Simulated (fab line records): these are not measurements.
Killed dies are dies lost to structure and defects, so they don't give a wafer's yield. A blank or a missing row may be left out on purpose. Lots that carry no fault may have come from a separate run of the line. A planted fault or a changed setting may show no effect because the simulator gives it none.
One fault seen from 2 desks + flow n5 finfet + each desk holds nothing but its own numbers, with what lay behind them at the end

== AT THE TOOL OWNER'S DESK: pecvd-04 ==
The tool's own readings at N5_SDB_HM_DEP_00 (deposits SiNx from SiH4/NH3/N2, target thk 40 nm, time 35.3 s): means of the sampled wafers that have a number, for each lot that ran on this tool. Marked OUT: a lot whose mean sits more than 4 standard deviations from the usual mean, which makes it out of limits; the brackets give that distance.
Columns: A = chamber pressure Torr at N5_SDB_HM_DEP_00, usual 1.500 Torr; B = heater power w at N5_SDB_HM_DEP_00, usual 789 W; C = showerhead plenum p Torr at N5_SDB_HM_DEP_00, usual 5.14 Torr; D = throttle valve pct at N5_SDB_HM_DEP_00, usual 39.8 %
| lot  | first seen here | A     | B   | C    | D    |
|------|-----------------|-------|-----|------|------|
| L710 | day 4 11:29     | 1.501 | 798 | 5.12 | 42.1 |
| L712 | day 4 22:19     | 1.500 | 817 | 5.12 | 42.2 |
| L718 | day 6 10:30     | 1.499 | 843 | 5.12 | 42.8 |
| L728 | day 9 07:28     | 1.500 | 690 | 5.11 | 41.2 |
Finding of this desk: none of the 4 lots has anything out of limits.

== THE METROLOGY DESK ==
Means of the sampled wafers that have a number, per lot and without regard to the tool the lot ran on: this is what the gauges read. Marked OUT: a lot whose mean sits more than 4 standard deviations from the usual mean, which makes it out of limits; the brackets give that distance.
Columns: A = thk nm at N5_ILD0_THK_MEAS_13, usual 17.6 nm
| lot  | first seen here | A    |
|------|-----------------|------|
| L708 | day 4 01:02     | 18.8 |
| L710 | day 4 11:26     | 16.9 |
| L711 | day 4 20:22     | 17.0 |
| L712 | day 4 22:15     | 17.7 |
| L718 | day 6 10:26     | 18.2 |
| L719 | day 6 21:05     | 17.8 |
| L724 | day 7 22:46     | 17.5 |
| L725 | day 8 08:11     | 17.1 |
| L726 | day 8 17:41     | 17.1 |
| L728 | day 9 07:24     | 18.0 |
| L730 | day 9 15:00     | 18.1 |
Finding of this desk: none of the 11 lots has anything out of limits.

== BROUGHT TOGETHER ==
The desk of the tool owner found nothing out of limits.
From the metrology desk's view, nothing was out of limits.

== WHAT THE SIMULATOR HAD INSERTED ==
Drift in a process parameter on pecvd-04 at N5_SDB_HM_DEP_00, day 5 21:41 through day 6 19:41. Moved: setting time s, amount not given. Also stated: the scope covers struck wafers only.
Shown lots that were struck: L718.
